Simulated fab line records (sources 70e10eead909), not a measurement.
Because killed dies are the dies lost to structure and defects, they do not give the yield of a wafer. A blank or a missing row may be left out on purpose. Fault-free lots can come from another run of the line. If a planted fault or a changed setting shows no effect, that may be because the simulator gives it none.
fab line records	flow nandHarc
record lots=24	wafers=72	lastDay=34
route steps=1302 shown A_CONTACT@1051 A_BLC@1118
lots that met no fault: taken from a fault-free run of the same line
startH: hours from the record's first day to the start of the lot's first wafer shown	waitH: hours from the lot's prior step to this one	" the same as in the row above	L1.1+2: several wafers, shown together as one row	- value missing, or start not given	* or withheld: withheld	< > ~ a bound
route shown NAME@n: NAME is a module with steps in the file, n the number in the route of the first one	usual: mean/standard deviation taken from wafers without a fault	same: alike in all rows	chamber/n: place in a boat	sites: per-site readings	_std_site: standard deviation across them	_edge_site: inner sites' mean taken away from outer sites' mean	radiusMm: for every site, how far away it sits from the centre of the wafer	mask NAME#n: copy n	behind: tool/chamber where the wafer was last shaped	hold: the reason the lot was held/the length of the hold in hours/how it ended	device: which transistor (n, p or np) failed to switch	end of line: the same wafers' tests at the end of the route	where a step has no rows: the recipe by itself	killed: not the wafer's yield, but the dies lost to structure and defects at the first sort	map: the dies of a wafer, with x for killed, . for not killed, _ for no die there
set.NAME: the setting as run; set.NAME@STEP: as run at that earlier step	model.NAME: the simulator's own value behind a step, which no gauge read
the route's steps for a sample of lots (tables are steps, rows are wafers)
services: a tool's chamber out of use, with start hour (startH, from the record's first day; less than 0 if before it), hours out, and reason
## steps
# step NHARC_A_CONTACT_ETCH_128
# recipe sourceW=withheld	pressureMtorr=20	biasV=3000	timeS=197	targetDepthA=19180	arFlowSccm=withheld	c4f8FlowSccm=withheld	o2FlowSccm=withheld	chemistry=C4F8/O2/Ar
lot.wafer	tool	chamber	startH	waitH	rfHoursCounterH
L075.2	harCapEtch-02	0	505.80	0.1	90
L075.1	"	1	"	"	90
L075.6	"	0	"	"	-
L074.1	harCapEtch-03	1	509.36	0.1	46
L074.2	"	0	"	"	46
L074.6	"	0	"	"	-
L076.4	harCapEtch-02	0	520.91	0.1	-
L076.3	"	1	"	"	-
L076.5	"	1	"	"	-
L077.1	harCapEtch-03	1	531.53	0.1	51
L077.2	"	0	"	"	51
L077.4	"	0	"	"	-
L078.2	harCapEtch-01	1	535.42	0.1	4
L078.5	"	0	"	"	-
L078.6	"	1	"	"	-
L079.2	harCapEtch-03	1	548.64	0.1	54
L079.4	"	1	"	"	-
L079.3	"	0	"	"	-
L080.2	harCapEtch-01	1	555.09	0.1	8
L080.4	"	1	"	"	-
L080.6	"	1	"	"	-
L081.1	harCapEtch-02	1	560.54	0.1	105
L081.5	"	1	"	"	-
L081.6	"	0	"	"	-
L082.1	harCapEtch-03	0	589.16	0.2	59
L082.4	"	1	"	"	-
L082.5	"	1	"	"	-
L083.1	harCapEtch-01	1	596.37	0.1	14
L083.3	"	0	"	"	-
L083.5	"	0	"	"	-
L084.2	harCapEtch-01	0	604.26	0.1	15
L084.6	"	1	"	"	-
L084.5	"	0	"	"	-
L086.2	harCapEtch-03	0	611.14	0.1	64
L086.4	"	1	"	"	-
L086.5	"	0	"	"	-
L085.2	harCapEtch-01	0	611.52	0.1	17
L085.3	"	0	"	"	-
L085.5	"	1	"	"	-
L087.1	harCapEtch-03	0	641.58	0.1	67
L087.2	"	1	"	"	67
L087.5	"	0	"	"	-
L088.1	harCapEtch-02	0	643.60	0.1	120
L088.3	"	1	"	"	-
L088.4	"	0	"	"	-
L089.1	harCapEtch-03	0	677.08	0.2	70
L089.6	"	0	"	"	-
L089.5	"	1	"	"	-
L090.1	harCapEtch-02	1	679.83	0.1	124
L090.3	"	1	"	"	-
L090.5	"	1	"	"	-
L091.4	harCapEtch-01	0	693.14	0.1	-
L091.6	"	0	"	"	-
L091.5	"	1	"	"	-
L094.2	harCapEtch-03	0	697.42	0.2	76
L094.3	"	0	"	"	-
L094.5	"	0	"	"	-
L092.1	harCapEtch-02	0	697.48	0.1	130
L092.3	"	1	"	"	-
L092.5	"	1	"	"	-
L093.2	harCapEtch-02	1	702.86	0.1	132
L093.5	"	0	"	"	-
L093.6	"	1	"	"	-
L096.1	harCapEtch-01	1	719.14	0.1	34
L096.4	"	1	"	"	-
L096.6	"	0	"	"	-
L097.2	harCapEtch-03	1	721.55	0.1	81
L097.3	"	1	"	"	-
L097.4	"	0	"	"	-
L095.1	harCapEtch-01	1	728.69	0.1	36
L095.4	"	0	"	"	-
L095.6	"	0	"	"	-
# step NHARC_A_CONTACT_ETCH_131
# recipe sourceW=withheld	pressureMtorr=20	biasV=3000	timeS=197	targetDepthA=19180	arFlowSccm=withheld	c4f8FlowSccm=withheld	o2FlowSccm=withheld	chemistry=C4F8/O2/Ar
lot.wafer	tool	chamber	startH	waitH	rfHoursCounterH
L075.2	harCapEtch-02	0	506.34	0.2	91
L075.1	"	1	"	"	91
L075.6	"	0	"	"	-
L074.1	harCapEtch-03	1	509.89	0.1	46
L074.2	"	0	"	"	46
L074.6	"	0	"	"	-
L076.4	harCapEtch-02	0	521.44	0.1	-
L076.3	"	1	"	"	-
L076.5	"	1	"	"	-
L077.1	harCapEtch-03	1	532.06	0.1	52
L077.2	"	0	"	"	52
L077.4	"	0	"	"	-
L078.2	harCapEtch-01	1	535.95	0.1	5
L078.5	"	0	"	"	-
L078.6	"	1	"	"	-
L079.2	harCapEtch-03	1	549.17	0.1	55
L079.4	"	1	"	"	-
L079.3	"	0	"	"	-
L080.2	harCapEtch-01	1	555.62	0.1	9
L080.4	"	1	"	"	-
L080.6	"	1	"	"	-
L081.1	harCapEtch-02	1	561.07	0.1	105
L081.5	"	1	"	"	-
L081.6	"	0	"	"	-
L082.1	harCapEtch-03	0	589.87	0.2	59
L082.4	"	1	"	"	-
L082.5	"	1	"	"	-
L083.1	harCapEtch-01	1	596.90	0.1	14
L083.3	"	0	"	"	-
L083.5	"	0	"	"	-
L084.2	harCapEtch-01	0	604.78	0.1	16
L084.6	"	1	"	"	-
L084.5	"	0	"	"	-
L086.2	harCapEtch-03	0	611.67	0.1	65
L086.4	"	1	"	"	-
L086.5	"	0	"	"	-
L085.2	harCapEtch-01	0	612.05	0.1	18
L085.3	"	0	"	"	-
L085.5	"	1	"	"	-
L087.1	harCapEtch-03	0	642.11	0.1	68
L087.2	"	1	"	"	68
L087.5	"	0	"	"	-
L088.1	harCapEtch-02	0	644.13	0.1	120
L088.3	"	1	"	"	-
L088.4	"	0	"	"	-
L089.1	harCapEtch-03	0	677.79	0.2	71
L089.6	"	0	"	"	-
L089.5	"	1	"	"	-
L090.1	harCapEtch-02	1	680.36	0.1	124
L090.3	"	1	"	"	-
L090.5	"	1	"	"	-
L091.4	harCapEtch-01	0	693.67	0.1	-
L091.6	"	0	"	"	-
L091.5	"	1	"	"	-
L092.1	harCapEtch-02	0	698.01	0.1	131
L092.3	"	1	"	"	-
L092.5	"	1	"	"	-
L094.2	harCapEtch-03	0	698.11	0.2	76
L094.3	"	0	"	"	-
L094.5	"	0	"	"	-
L093.2	harCapEtch-02	1	703.39	0.1	133
L093.5	"	0	"	"	-
L093.6	"	1	"	"	-
L096.1	harCapEtch-01	1	719.67	0.1	35
L096.4	"	1	"	"	-
L096.6	"	0	"	"	-
L097.2	harCapEtch-03	1	722.08	0.1	82
L097.3	"	1	"	"	-
L097.4	"	0	"	"	-
L095.1	harCapEtch-01	1	729.22	0.1	37
L095.4	"	0	"	"	-
L095.6	"	0	"	"	-
# step NHARC_A_CONTACT_ETCH_91
# recipe targetDepthA=400	overEtchFrac=0.5	timeS=85.7	ionEnergyEv=120	ch3fFlowSccm=50	o2FlowSccm=30	arFlowSccm=200	rfW=500	biasW=100	chemistry=CH3F/O2
# usual drypumpMotorCurrentA=5.8/0.38	oesProductAu=0.935/0.027	rfVppV=244.6/1.7	showerheadPlenumPTorr=2.48/0.1	throttleValvePct=20.662/0.0087
lot.wafer	tool	chamber	startH	waitH	drypumpMotorCurrentA	oesProductAu	rfHoursCounterH	rfVppV	showerheadPlenumPTorr	throttleValvePct
L075.1	rieDiel-02	2	507.48	0.6	5.9	0.930	21	242.4	2.35	20.658
L075.2	"	1	"	"	5.2	0.927	12	242.9	2.45	20.651
L075.6	"	1	"	"	5.2	0.932	-	243.9	2.45	20.665
L074.1	rieDiel-13	1	511.04	0.7	6.4	0.918	42	247.2	2.64	20.659
L074.2	"	3	"	"	5.5	0.941	58	240.7	2.28	20.655
L074.6	"	1	"	"	6.4	0.913	-	247.0	2.64	20.652
L076.4	rieDiel-02	0	522.55	0.6	5.6	0.924	22	245.6	2.53	20.677
L076.3	"	1	"	"	5.2	0.935	14	244.3	2.45	20.664
L076.5	"	0	"	"	5.5	0.917	-	245.4	2.53	20.666
L077.4	rieDiel-02	1	533.20	0.5	5.2	0.929	17	243.8	2.45	20.671
L077.1	"	2	"	"	5.8	0.924	26	242.9	2.35	20.655
L077.2	"	0	"	"	5.5	0.913	25	245.2	2.53	20.658
L078.2	rieDiel-02	0	537.11	0.7	5.5	0.910	26	245.2	2.53	20.665
L078.5	"	1	"	"	5.2	0.926	-	245.1	2.45	20.674
L078.6	"	2	"	"	5.9	0.922	-	242.9	2.35	20.647
L079.4	rieDiel-02	0	550.31	0.6	5.5	0.920	28	245.6	2.53	20.672
L079.2	"	1	"	"	5.2	0.932	19	245.1	2.45	20.670
L079.3	"	2	"	"	5.9	0.920	28	242.8	2.35	20.660
L080.4	rieDiel-02	2	556.78	0.6	5.9	0.963	29	242.2	2.35	20.666
L080.2	"	1	"	"	5.2	0.960	20	243.7	2.45	20.664
L080.6	"	3	"	"	5.5	0.978	-	246.7	2.57	20.657
L081.1	rieDiel-02	2	562.20	0.7	5.9	0.928	29	243.8	2.35	20.664
L081.5	"	2	"	"	5.9	0.938	-	242.8	2.35	20.671
L081.6	"	3	"	"	5.5	0.939	-	245.0	2.57	20.678
L082.1	rieDiel-13	1	591.23	0.7	6.5	0.987	20	248.0	2.63	20.663
L082.4	"	3	"	"	5.6	1.001	24	246.5	2.65	20.665
L082.5	"	1	"	"	6.5	0.980	-	246.1	2.63	20.668
L083.1	rieDiel-03	2	598.01	0.6	6.0	0.910	42	241.5	2.32	20.674
L083.3	"	3	"	"	5.9	0.925	38	247.1	2.57	20.674
L083.5	"	3	"	"	5.9	0.926	-	246.7	2.57	20.666
L084.2	rieDiel-02	1	605.92	0.7	5.2	0.936	6	243.8	2.44	20.669
L084.6	"	0	"	"	5.6	0.902	-	243.9	2.53	20.657
L084.5	"	1	"	"	5.2	0.923	-	243.3	2.44	20.675
L086.4	rieDiel-02	3	612.82	0.5	5.5	0.924	8	246.4	2.57	20.665
L086.2	"	0	"	"	5.5	0.906	7	245.4	2.53	20.658
L086.5	"	2	"	"	5.9	0.908	-	243.4	2.35	20.658
L085.2	rieDiel-02	2	613.19	0.7	5.9	0.905	7	241.9	2.35	20.668
L085.3	"	1	"	"	5.2	0.947	7	245.2	2.44	20.666
L085.5	"	3	"	"	5.5	0.916	-	245.3	2.57	20.676
L087.1	rieDiel-13	2	643.26	0.7	6.5	0.925	41	245.8	2.41	20.668
L087.2	"	0	"	"	6.3	0.941	29	246.4	2.49	20.657
L087.5	"	2	"	"	6.5	0.927	-	244.8	2.42	20.650
L088.4	rieDiel-02	3	645.25	0.5	5.6	0.997	11	245.9	2.57	20.662
L088.3	"	0	"	"	5.5	0.967	11	245.2	2.52	20.675
L088.1	"	1	"	"	5.2	1.009	11	244.6	2.44	20.657
L089.1	rieDiel-13	0	679.21	0.9	6.3	0.950	44	245.0	2.49	20.663
L089.5	"	3	"	"	5.6	0.928	-	247.5	2.64	20.681
L089.6	"	0	"	"	6.3	0.944	-	244.6	2.49	20.675
L090.3	rieDiel-02	2	681.48	0.5	5.9	0.925	15	242.7	2.34	20.670
L090.1	"	1	"	"	5.2	0.931	15	243.3	2.44	20.660
L090.5	"	3	"	"	5.5	0.928	-	245.4	2.56	20.671
L091.4	rieDiel-03	2	694.77	0.6	6.0	0.928	16	242.2	2.31	20.653
L091.6	"	0	"	"	6.2	0.939	-	243.8	2.36	20.663
L091.5	"	1	"	"	6.2	0.913	-	246.4	2.63	20.660
L092.1	rieDiel-02	3	699.18	0.7	5.5	0.925	16	246.6	2.56	20.666
L092.3	"	0	"	"	5.5	0.910	17	245.5	2.52	20.658
L092.5	"	3	"	"	5.5	0.925	-	245.0	2.56	20.649
L094.2	rieDiel-03	1	699.23	0.6	6.2	0.984	18	247.7	2.63	20.671
L094.3	"	3	"	"	5.9	1.015	16	244.6	2.55	20.680
L094.5	"	2	"	"	6.0	0.999	-	242.6	2.31	20.671
L093.2	rieDiel-02	1	704.53	0.7	5.2	0.933	20	242.9	2.44	20.659
L093.5	"	3	"	"	5.5	0.934	-	246.7	2.56	20.669
L093.6	"	0	"	"	5.5	0.913	-	244.7	2.52	20.668
L096.4	rieDiel-02	3	720.83	0.6	5.6	0.926	20	245.9	2.56	20.669
L096.1	"	0	"	"	5.5	0.908	21	246.1	2.52	20.651
L096.6	"	2	"	"	5.9	0.914	-	241.8	2.34	20.649
L097.3	rieDiel-03	1	723.21	0.6	6.2	0.916	32	244.9	2.62	20.650
L097.4	"	2	"	"	6.0	0.913	29	242.7	2.31	20.652
L097.2	"	3	"	"	5.9	0.931	25	245.4	2.55	20.674
L095.4	rieDiel-03	0	730.38	0.5	6.1	0.949	30	243.5	2.36	20.662
L095.1	"	1	"	"	6.2	0.917	34	246.2	2.62	20.673
L095.6	"	3	"	"	5.9	0.933	-	245.6	2.55	20.650
# step NHARC_A_CONTACT_ETCH_98
# recipe targetDepthA=200	overEtchFrac=0.5	timeS=10	ionEnergyEv=250	c4f6FlowSccm=25	o2FlowSccm=20	arFlowSccm=500	rfW=600	biasW=500	chemistry=C4F6/O2
# usual c4f6FlowSccm=25.00/0.074	drypumpMotorCurrentA=5.8/0.39	oesProductAu=0.962/0.028	rfVppV=548/3.3	showerheadPlenumPTorr=3.96/0.16	throttleValvePct=26.903/0.0096
lot.wafer	tool	chamber	startH	waitH	c4f6FlowSccm	drypumpMotorCurrentA	oesProductAu	rfHoursCounterH	rfVppV	showerheadPlenumPTorr	throttleValvePct
L075.2	rieDiel-13	3	514.59	0.1	24.92	5.6	0.956	58	541	3.66	26.904
L075.1	"	0	"	"	25.09	6.3	0.949	55	548	3.99	26.912
L075.6	"	3	"	"	24.99	5.6	0.962	-	542	3.66	26.898
L074.2	rieDiel-02	3	-	-	24.97	5.6	0.942	23	549	4.10	26.918
L074.1	"	1	"	"	25.01	5.2	0.955	14	547	3.91	26.897
L074.6	"	3	"	"	24.92	5.6	0.948	-	549	4.10	26.910
L076.4	rieDiel-02	0	-	-	25.00	5.5	0.938	25	550	4.03	26.898
L076.3	"	1	"	"	25.01	5.2	0.948	17	548	3.91	26.901
L076.5	"	3	"	"	24.99	5.5	0.973	-	551	4.09	26.906
L077.1	rieDiel-13	0	-	-	25.03	6.3	0.948	7	550	3.99	26.908
L077.2	"	1	"	"	25.02	6.4	0.931	8	552	4.19	26.910
L077.4	"	2	"	"	25.05	6.5	0.950	9	546	3.88	26.908
L078.2	rieDiel-02	3	-	-	24.93	5.6	0.979	28	550	4.09	26.905
L078.5	"	3	"	"	25.06	5.6	0.968	-	549	4.09	26.893
L078.6	"	0	"	"	24.77	5.5	0.960	-	549	4.03	26.904
L079.3	rieDiel-02	0	-	-	25.11	5.6	0.984	29	549	4.03	26.909
L079.4	"	1	"	"	25.16	5.2	1.004	20	547	3.91	26.898
L079.2	"	2	"	"	24.93	5.9	0.998	29	545	3.76	26.916
L080.4	rieDiel-02	0	-	-	25.07	5.5	0.986	29	550	4.03	26.903
L080.2	"	2	"	"	24.97	5.9	1.012	29	546	3.76	26.901
L080.6	"	0	"	"	25.01	5.5	1.000	-	549	4.03	26.899
L081.1	rieDiel-03	0	572.58	0.1	25.01	6.2	0.965	32	544	3.80	26.915
L081.6	"	1	"	"	24.96	6.2	0.952	-	552	4.21	26.907
L081.5	"	2	"	"	24.97	6.0	0.942	-	543	3.73	26.909
L082.1	rieDiel-13	1	-	-	24.92	6.4	0.930	21	553	4.19	26.920
L082.4	"	2	"	"	25.00	6.5	0.960	23	546	3.87	26.901
L082.5	"	0	"	"	25.05	6.4	0.965	-	548	3.98	26.904
L083.1	rieDiel-13	1	-	-	24.97	6.4	0.932	22	552	4.19	26.897
L083.3	"	0	"	"	24.96	6.3	0.961	25	548	3.98	26.898
L083.5	"	1	"	"	25.00	6.4	0.934	-	553	4.19	26.916
L084.2	rieDiel-02	1	-	-	24.90	5.2	0.962	7	547	3.90	26.895
L084.6	"	2	"	"	24.95	5.9	0.913	-	543	3.75	26.920
L084.5	"	3	"	"	24.98	5.5	0.941	-	550	4.09	26.904
L086.2	rieDiel-02	0	620.12	0.1	24.93	5.5	0.932	9	550	4.02	26.906
L086.4	"	0	"	"	24.88	5.5	0.933	-	548	4.02	26.896
L086.5	"	1	"	"	24.92	5.2	0.968	-	547	3.90	26.896
L085.2	rieDiel-02	2	620.60	0.1	24.99	5.9	0.985	9	543	3.75	26.908
L085.3	"	1	"	"	24.96	5.2	1.016	8	548	3.90	26.910
L085.5	"	0	"	"	24.99	5.5	0.983	-	548	4.02	26.892
L087.1	rieDiel-02	2	650.64	0.2	24.95	5.9	0.930	12	543	3.75	26.919
L087.2	"	3	"	"	25.02	5.5	0.951	12	551	4.08	26.917
L087.5	"	1	"	"	24.97	5.2	0.955	-	545	3.90	26.891
L088.3	rieDiel-02	2	652.62	0.1	24.96	5.9	0.933	13	542	3.75	26.912
L088.1	"	1	"	"	25.02	5.2	0.959	12	546	3.90	26.917
L088.4	"	3	"	"	24.93	5.5	0.953	-	552	4.08	26.892
L089.1	rieDiel-03	3	-	-	25.01	5.9	1.018	13	549	4.06	26.887
L089.5	"	3	"	"	24.87	5.9	1.016	-	552	4.06	26.896
L089.6	"	0	"	"	25.11	6.2	1.029	-	545	3.78	26.887
L090.1	rieDiel-02	0	-	-	25.02	5.5	0.979	16	549	4.02	26.894
L090.3	"	2	"	"	24.88	5.9	0.992	17	543	3.75	26.884
L090.5	"	3	"	"	24.94	5.6	0.996	-	550	4.08	26.915
L091.4	rieDiel-02	1	-	-	25.07	5.2	0.967	19	547	3.90	26.895
L091.5	"	2	"	"	24.96	5.9	0.936	-	543	3.75	26.908
L091.6	"	3	"	"	25.06	5.5	0.965	-	550	4.08	26.909
L092.3	rieDiel-13	2	-	-	25.14	6.5	1.019	0	545	3.85	26.898
L092.1	"	3	"	"	25.03	5.5	1.013	0	553	4.19	26.895
L092.5	"	2	"	"	25.10	6.5	1.014	-	546	3.85	26.924
L094.2	rieDiel-03	1	-	-	25.06	6.2	0.943	25	552	4.18	26.899
L094.3	"	2	"	"	25.10	6.0	0.954	22	543	3.70	26.910
L094.5	"	1	"	"	25.00	6.2	0.931	-	551	4.18	26.899
L093.2	rieDiel-03	3	-	-	25.04	5.9	0.954	22	550	4.06	26.899
L093.5	"	1	"	"	25.06	6.2	0.956	-	552	4.18	26.901
L093.6	"	2	"	"	24.95	6.0	0.948	-	541	3.70	26.903
L096.1	rieDiel-02	3	-	-	24.85	5.6	0.943	21	552	4.08	26.899
L096.4	"	2	"	"	25.08	5.9	0.941	23	541	3.74	26.895
L096.6	"	0	"	"	25.02	5.6	0.918	-	548	4.01	26.902
L097.3	rieDiel-13	3	-	-	25.01	5.6	0.959	9	552	4.18	26.901
L097.4	"	0	"	"	24.97	6.3	0.954	7	548	3.96	26.897
L097.2	"	2	"	"	24.86	6.5	0.945	10	543	3.84	26.885
L095.1	rieDiel-02	3	-	-	24.97	5.6	0.952	22	551	4.08	26.898
L095.4	"	0	"	"	24.98	5.5	0.947	23	548	4.01	26.891
L095.6	"	1	"	"	24.96	5.3	0.962	-	546	3.89	26.894
# step NHARC_A_CONTACT_CVD_19
# recipe targetThkA=3000	tempC=300	pressureTorr=40	wf6FlowSccm=40	h2FlowSccm=1600	arFlowSccm=1560	timeS=802	material=W
# usual heaterPowerOuterW=233/21	heaterPowerW=438/33	throttleValvePct=7.8/0.33
lot.wafer	tool	chamber	startH	waitH	heaterPowerOuterW	heaterPowerW	throttleValvePct
L075.2	cvdW-01	1	-	-	232	411	7.6
L075.1	"	0	"	"	197	388	7.9
L075.6	"	0	"	"	194	381	7.7
L074.1	cvdW-02	1	-	-	269	491	8.1
L074.2	"	0	"	"	219	440	7.7
L074.6	"	0	"	"	221	447	7.7
L076.3	cvdW-01	1	-	-	238	416	7.7
L076.4	"	0	"	"	199	382	8.1
L076.5	"	1	"	"	231	415	7.5
L077.1	cvdW-02	1	-	-	265	509	8.1
L077.2	"	0	"	"	220	433	7.6
L077.4	"	0	"	"	225	444	7.5
L078.2	cvdW-02	1	-	-	257	476	8.1
L078.5	"	0	"	"	227	450	7.3
L078.6	"	1	"	"	262	494	8.0
L079.2	cvdW-02	1	-	-	258	479	8.1
L079.4	"	1	"	"	264	473	8.0
L079.3	"	0	"	"	220	439	7.4
L080.2	cvdW-02	1	-	-	261	483	7.8
L080.4	"	1	"	"	270	500	8.0
L080.6	"	0	"	"	222	445	7.6
L081.1	cvdW-02	0	-	-	227	444	7.4
L081.6	"	1	"	"	267	505	7.9
L081.5	"	0	"	"	222	448	7.1
L082.1	cvdW-01	1	-	-	235	403	7.9
L082.4	"	0	"	"	202	384	7.9
L082.5	"	1	"	"	244	409	7.9
L083.1	cvdW-02	1	-	-	262	470	8.0
L083.3	"	0	"	"	223	447	7.5
L083.5	"	1	"	"	265	499	8.1
L084.2	cvdW-02	0	-	-	221	447	7.5
L084.6	"	0	"	"	219	441	7.4
L084.5	"	1	"	"	271	498	7.8
L086.2	cvdW-02	1	-	-	270	477	8.2
L086.4	"	0	"	"	223	447	7.4
L086.5	"	0	"	"	224	449	7.7
L085.2	cvdW-01	1	-	-	234	404	7.8
L085.3	"	1	"	"	242	414	8.4
L085.5	"	0	"	"	204	390	7.8
L087.1	cvdW-01	1	-	-	239	427	8.0
L087.2	"	0	"	"	209	390	7.9
L087.5	"	0	"	"	202	379	7.9
L088.1	cvdW-01	1	-	-	240	418	8.0
L088.3	"	1	"	"	238	416	8.0
L088.4	"	0	"	"	199	391	8.1
L089.1	cvdW-02	0	-	-	226	445	7.5
L089.6	"	1	"	"	231	457	8.3
L089.5	"	0	"	"	222	442	7.5
L090.1	cvdW-02	0	-	-	223	454	7.3
L090.3	"	0	"	"	219	449	7.2
L090.5	"	0	"	"	223	437	7.0
L091.4	cvdW-01	1	-	-	238	419	8.2
L091.5	"	1	"	"	241	418	7.9
L091.6	"	0	"	"	207	391	7.8
L092.1	cvdW-01	1	-	-	244	409	8.2
L092.3	"	1	"	"	243	409	8.1
L092.5	"	0	"	"	209	383	8.1
L094.2	cvdW-02	0	-	-	221	438	7.4
L094.3	"	0	"	"	223	440	7.3
L094.5	"	0	"	"	218	447	7.5
L093.2	cvdW-02	1	-	-	240	453	7.9
L093.6	"	1	"	"	250	439	8.1
L093.5	"	0	"	"	222	451	7.5
L096.1	cvdW-02	0	-	-	224	451	7.6
L096.4	"	0	"	"	220	422	7.1
L096.6	"	1	"	"	243	462	8.0
L097.2	cvdW-02	1	-	-	245	453	8.1
L097.3	"	1	"	"	239	442	8.0
L097.4	"	0	"	"	225	444	7.2
L095.1	cvdW-02	1	-	-	240	449	8.1
L095.4	"	1	"	"	241	442	8.1
L095.6	"	1	"	"	248	443	8.2
# step NHARC_A_BLC_OVL_MEAS_11
# usual overlayXNm=0.1/0.92	overlayYNm=-0.1/0.83
lot.wafer	tool	chamber	startH	waitH	overlayXNm	overlayYNm
L075.1	overlay-02	-	517.57	-	0.0	-2.2
L075.2	"	-	"	"	0.5	-2.2
L075.6	"	-	"	"	0.1	-2.4
L074.1	overlay-01	-	522.43	-	0.4	0.3
L074.2	"	-	"	"	0.9	0.5
L074.6	"	-	"	"	0.7	0.3
L076.3	overlay-01	-	533.45	-	-1.5	0.5
L076.4	"	-	"	"	-0.6	0.0
L076.5	"	-	"	"	-1.0	0.2
L077.1	overlay-01	-	546.90	-	-2.8	0.8
L077.2	"	-	"	"	-2.0	0.6
L077.4	"	-	"	"	-2.4	0.8
L078.2	overlay-02	-	549.28	-	1.2	-0.8
L078.5	"	-	"	"	0.6	-0.9
L078.6	"	-	"	"	0.3	-1.0
L079.2	overlay-01	-	560.37	-	-1.3	-0.6
L079.3	"	-	"	"	-0.7	-1.1
L079.4	"	-	"	"	-0.3	-1.0
L080.2	overlay-01	-	571.56	-	1.0	-0.3
L080.4	"	-	"	"	0.7	-0.9
L080.6	"	-	"	"	0.8	-0.6
L081.1	overlay-02	-	575.92	-	-1.1	-0.9
L081.5	"	-	"	"	-0.6	-1.0
L081.6	"	-	"	"	-0.7	-1.1
L082.1	overlay-01	-	601.21	-	0.9	1.0
L082.4	"	-	"	"	1.1	0.5
L082.5	"	-	"	"	0.9	1.1
L083.1	overlay-02	-	610.16	-	0.3	-0.8
L083.3	"	-	"	"	0.1	-0.4
L083.5	"	-	"	"	-0.2	-0.3
L084.2	overlay-01	-	615.82	-	0.4	0.9
L084.5	"	-	"	"	-0.2	1.0
L084.6	"	-	"	"	0.4	0.7
L086.2	overlay-02	-	623.44	-	-0.8	0.6
L086.4	"	-	"	"	-1.0	1.0
L086.5	"	-	"	"	-1.3	0.8
L085.2	overlay-01	-	623.95	-	-0.8	-0.3
L085.3	"	-	"	"	-0.9	-0.1
L085.5	"	-	"	"	-0.2	-0.6
L087.1	overlay-01	-	653.74	-	-0.3	-0.8
L087.2	"	-	"	"	0.2	-0.5
L087.5	"	-	"	"	0.1	-0.8
L088.1	overlay-01	-	656.32	-	1.3	1.0
L088.3	"	-	"	"	0.7	1.3
L088.4	"	-	"	"	1.1	1.3
L089.1	overlay-02	-	692.27	-	1.1	0.5
L089.5	"	-	"	"	0.6	1.1
L089.6	"	-	"	"	1.1	1.1
L090.1	overlay-02	-	693.90	-	0.4	0.7
L090.3	"	-	"	"	0.4	0.4
L090.5	"	-	"	"	0.1	0.6
L091.4	overlay-01	-	705.94	-	0.9	-0.5
L091.5	"	-	"	"	0.5	-0.7
L091.6	"	-	"	"	0.5	-1.2
L092.1	overlay-01	-	709.25	-	0.3	0.9
L092.3	"	-	"	"	0.5	1.2
L092.5	"	-	"	"	0.0	0.5
L094.2	overlay-01	-	712.07	-	-0.1	0.3
L094.3	"	-	"	"	0.0	-0.5
L094.5	"	-	"	"	0.1	0.2
L093.2	overlay-02	-	715.29	-	0.8	-1.1
L093.5	"	-	"	"	0.5	-0.8
L093.6	"	-	"	"	0.4	-0.6
L096.1	overlay-01	-	731.48	-	0.3	0.4
L096.4	"	-	"	"	0.1	-0.1
L096.6	"	-	"	"	-0.4	0.5
L097.2	overlay-01	-	734.11	-	-0.8	-0.3
L097.3	"	-	"	"	-1.1	-0.3
L097.4	"	-	"	"	-0.3	0.6
L095.1	overlay-02	-	740.88	-	1.0	-0.1
L095.4	"	-	"	"	1.0	-0.3
L095.6	"	-	"	"	1.5	0.5
## services
tool	chamber	startH	hours	kind
cvdW-02	1	487.80	10.3	repair
harCapEtch-01	-	497.00	17.0	pm
rieDiel-02	0	500.82	-	clean
rieDiel-02	1	500.82	-	clean
rieDiel-02	2	500.82	-	clean
rieDiel-02	3	505.76	4.4	repair
rieDiel-13	1	511.94	4.5	repair
rieDiel-13	-	519.68	9.0	pm
cvdW-01	-	547.00	13.0	pm
rieDiel-03	3	568.58	8.0	repair
rieDiel-02	-	570.79	9.0	pm
rieDiel-13	0	613.37	7.5	repair
cvdW-01	-	625.24	0.3	repair
rieDiel-03	1	628.30	3.7	repair
cvdW-02	-	631.00	13.0	pm
rieDiel-13	0	632.18	10.7	repair
harCapEtch-03	-	633.64	0.5	repair
rieDiel-03	-	637.51	9.0	pm
rieDiel-13	1	639.12	3.0	repair
rieDiel-02	0	646.66	9.8	repair
rieDiel-02	3	671.29	9.8	repair
rieDiel-13	-	696.68	9.0	pm
cvdW-01	-	728.00	13.0	pm
harCapEtch-02	-	732.70	2.6	repair
## key
fault none
